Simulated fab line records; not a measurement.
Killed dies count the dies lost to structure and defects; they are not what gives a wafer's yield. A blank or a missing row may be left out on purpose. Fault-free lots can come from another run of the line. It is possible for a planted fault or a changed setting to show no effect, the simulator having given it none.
Which tool did it? + flow n5_finfet + Sampling: 15 lots, 45 wafers, 4 of 1938 route steps

## WHAT THE GAUGES READ, wafer by wafer
N5_BEOL_M1_OVL_MEAS_12.
| lot  | measured     | on         | M1_OVL (nm)    |
|------|--------------|------------|----------------|
| L469 | day 5 23:47  | overlay-01 | -0.7 -0.3 -0.7 |
| L470 | day 6 10:59  | overlay-01 | 0.3 -0.2 0.8   |
| L472 | day 6 21:20  | overlay-01 | 1.4 0.6 -0.4   |
| L474 | day 7 13:25  | overlay-01 | -0.1 -0.9 -0.5 |
| L475 | day 7 16:30  | overlay-02 | -0.3 -0.5 -0.7 |
| L479 | day 8 11:24  | overlay-01 | 0.2 -0.1 0.6   |
| L481 | day 9 02:48  | overlay-02 | - - -          |
| L482 | day 9 06:36  | overlay-02 | - - -          |
| L483 | day 9 11:59  | overlay-02 | - - -          |
| L487 | day 10 16:31 | overlay-02 | -0.4 -0.1 -0.2 |
| L488 | day 10 22:19 | overlay-01 | -0.6 -0.6 -1.3 |
| L489 | day 11 01:57 | overlay-01 | -0.2 -1.5 -1.2 |
| L490 | day 11 08:38 | overlay-01 | -0.8 -0.8 -0.3 |
| L491 | day 11 12:43 | overlay-01 | -0.6 0.1 -0.7  |
| L492 | day 11 22:43 | overlay-01 | -2.0 -1.1 0.8  |

## WHAT TOOL EACH LOT RAN ON (gives the tool, then ch and the chambers of the sampled wafers, and finally the start)
| lot  | N5_BEOL_M0_DEP_125              | N5_BEOL_M1_PECVD_72             | N5_BEOL_M1_DEVELOP_10             |
|------|---------------------------------|---------------------------------|-----------------------------------|
| L469 | pecvd-03 ch 0,1,2, day 5 22:25  | pecvd-04 ch 0,1,2, day 5 22:39  | litho_track-02 ch 0, day 5 23:42  |
| L470 | pecvd-02 ch 1,2, day 6 09:53    | pecvd-01 ch 0,1, day 6 10:08    | litho_track-02 ch 0, day 6 10:54  |
| L472 | pecvd-03 ch 0,1,2, day 6 18:10  | pecvd-01 ch 0,1, day 6 18:24    | litho_track-04 ch 0, day 6 21:14  |
| L474 | pecvd-02 ch 0,1,2, day 7 11:46  | pecvd-03 ch 0,1,2, day 7 12:01  | litho_track-02 ch 0, day 7 13:20  |
| L475 | pecvd-02 ch 0,2, day 7 15:19    | pecvd-03 ch 1,2, day 7 15:33    | litho_track-04 ch 0, day 7 16:25  |
| L479 | pecvd-02 ch 0,1,2, day 8 07:44  | pecvd-03 ch 1,2, day 8 07:58    | litho_track-02 ch 0, day 8 11:19  |
| L481 | pecvd-01 ch 0,1, day 9 01:27    | pecvd-03 ch 0,2, day 9 01:42    | litho_track-02, day 9 02:42       |
| L482 | pecvd-03 ch 0,2, day 9 04:36    | pecvd-04 ch 0,2, day 9 04:51    | litho_track-04, day 9 06:31       |
| L483 | pecvd-02 ch 0,1, day 9 11:05    | pecvd-04 ch 2, day 9 11:20      | litho_track-04, day 9 11:53       |
| L487 | pecvd-02 ch 0,1, day 10 14:45   | pecvd-03 ch 0,1,2, day 10 15:00 | litho_track-04 ch 0, day 10 16:25 |
| L488 | pecvd-01 ch 0,1,2, day 10 18:50 | pecvd-03 ch 0,1,2, day 10 19:04 | litho_track-04 ch 0, day 10 22:13 |
| L489 | pecvd-01 ch 0,1,2, day 10 23:44 | pecvd-04 ch 0,1, day 10 23:58   | litho_track-02 ch 0, day 11 01:52 |
| L490 | pecvd-02 ch 0,1,2, day 11 07:25 | pecvd-01 ch 0,1,2, day 11 07:40 | litho_track-04 ch 0, day 11 08:33 |
| L491 | pecvd-03 ch 0,1,2, day 11 10:29 | pecvd-01 ch 0,1, day 11 10:44   | litho_track-05 ch 0, day 11 12:37 |
| L492 | pecvd-03 ch 0,2, day 11 20:25   | pecvd-03 ch 0,2, day 11 20:40   | litho_track-04 ch 0, day 11 22:37 |
- N5_BEOL_M0_DEP_125: deposits SiCN from 3MS/NH3, target thk 8 nm, time 14 s.
- N5_BEOL_M1_PECVD_72: deposits SiO2 from TEOS/O2, target thk 16 nm, time 18 s.
- N5_BEOL_M1_DEVELOP_10: develop time 30 s.

## WHAT THE TOOLS THEMSELVES READ (means of the sampled wafers that have a number; where no wafer has one, the mark that the record gives instead)
N5_BEOL_M0_DEP_125.
| lot  | tool     | showerhead_plenum_p_Torr (Torr) | throttle_valve_pct (%) |
|------|----------|---------------------------------|------------------------|
| L469 | pecvd-03 | 3.671                           | 9.3                    |
| L470 | pecvd-02 | 3.669                           | 9.4                    |
| L472 | pecvd-03 | 3.665                           | 9.2                    |
| L474 | pecvd-02 | 3.662                           | 9.4                    |
| L475 | pecvd-02 | 3.648                           | 9.2                    |
| L479 | pecvd-02 | 3.663                           | 9.2                    |
| L481 | pecvd-01 | 3.675                           | 9.2                    |
| L482 | pecvd-03 | 3.669                           | 9.2                    |
| L483 | pecvd-02 | 3.665                           | 9.3                    |
| L487 | pecvd-02 | 3.676                           | 9.4                    |
| L488 | pecvd-01 | 3.666                           | 9.0                    |
| L489 | pecvd-01 | 3.667                           | 9.0                    |
| L490 | pecvd-02 | 3.657                           | 9.1                    |
| L491 | pecvd-03 | 3.662                           | 9.2                    |
| L492 | pecvd-03 | 3.660                           | 8.7                    |

N5_BEOL_M1_PECVD_72.
| lot  | tool     | heater_power_w (W) | showerhead_plenum_p_Torr (Torr) | throttle_valve_pct (%) |
|------|----------|--------------------|---------------------------------|------------------------|
| L469 | pecvd-04 | 776                | 8.74                            | 21.1                   |
| L470 | pecvd-01 | 719                | 8.80                            | 22.5                   |
| L472 | pecvd-01 | 629                | 8.78                            | 22.5                   |
| L474 | pecvd-03 | 766                | 8.78                            | 22.8                   |
| L475 | pecvd-03 | 729                | 8.74                            | 22.1                   |
| L479 | pecvd-03 | 669                | 8.77                            | 23.3                   |
| L481 | pecvd-03 | 787                | 8.77                            | 22.4                   |
| L482 | pecvd-04 | 681                | 8.73                            | 21.4                   |
| L483 | pecvd-04 | 903                | 8.76                            | 21.0                   |
| L487 | pecvd-03 | 719                | 8.79                            | 22.8                   |
| L488 | pecvd-03 | 717                | 8.77                            | 23.0                   |
| L489 | pecvd-04 | 706                | 8.74                            | 21.5                   |
| L490 | pecvd-01 | 675                | 8.79                            | 22.2                   |
| L491 | pecvd-01 | 647                | 8.86                            | 22.7                   |
| L492 | pecvd-03 | 711                | 8.74                            | 21.5                   |

N5_BEOL_M1_DEVELOP_10.
| lot  | tool           | chill_plate_temp_C (C) | developer_temp_C (C) |
|------|----------------|------------------------|----------------------|
| L469 | litho_track-02 | 23.03                  | 23.04                |
| L470 | litho_track-02 | 23.10                  | 22.94                |
| L472 | litho_track-04 | 23.04                  | 23.07                |
| L474 | litho_track-02 | 22.95                  | 22.92                |
| L475 | litho_track-04 | 23.06                  | 23.07                |
| L479 | litho_track-02 | 22.95                  | 23.02                |
| L481 | litho_track-02 | -                      | -                    |
| L482 | litho_track-04 | -                      | -                    |
| L483 | litho_track-04 | -                      | -                    |
| L487 | litho_track-04 | 23.02                  | 23.07                |
| L488 | litho_track-04 | 22.99                  | 22.80                |
| L489 | litho_track-02 | 22.96                  | 22.92                |
| L490 | litho_track-04 | 23.12                  | 22.91                |
| L491 | litho_track-05 | 23.05                  | 22.85                |
| L492 | litho_track-04 | 22.94                  | 22.98                |

## THE ANSWER, worked out from the rows above alone
Rule: the usual values come from the lots themselves. The widest of any qualifying gaps counts: lots, ordered by their means at a reading, are off when they make up no more than a third of the lots, leave a main group of 4 or more, and stand apart from it by 3 or more times the standard deviation of that group's means. A main group is skipped when, at the precision printed for the reading in the tables above, its means are all equal. A lot without any number at a reading at which 4 lots or more have one is off too. Any other lot the step has rows for is counted as sound. Order of review: gauges by route order, followed by the tools' own readings, for which a lot's mean as printed above is used. At the first step where some lot is off, the reading lying furthest off is the one used; lots without a number count as furthest.
Off: L481, L482, L483, seen at N5_BEOL_M1_OVL_MEAS_12 (M1_OVL). Without a number there: L481, L482, L483. Main group: mean -0.4 nm, sd 0.46.
If a tool, at a process step before that reading, ran all the lots that are off and no sound lot after the first of them, it fits. The gauges at N5_BEOL_M1_OVL_MEAS_12 aren't tried: what is off there is off at N5_BEOL_M1_DEVELOP_10 too, on other tools, and a gauge's error can't cause that. None of those tried fits.

## WHAT THE SIMULATOR PUT IN
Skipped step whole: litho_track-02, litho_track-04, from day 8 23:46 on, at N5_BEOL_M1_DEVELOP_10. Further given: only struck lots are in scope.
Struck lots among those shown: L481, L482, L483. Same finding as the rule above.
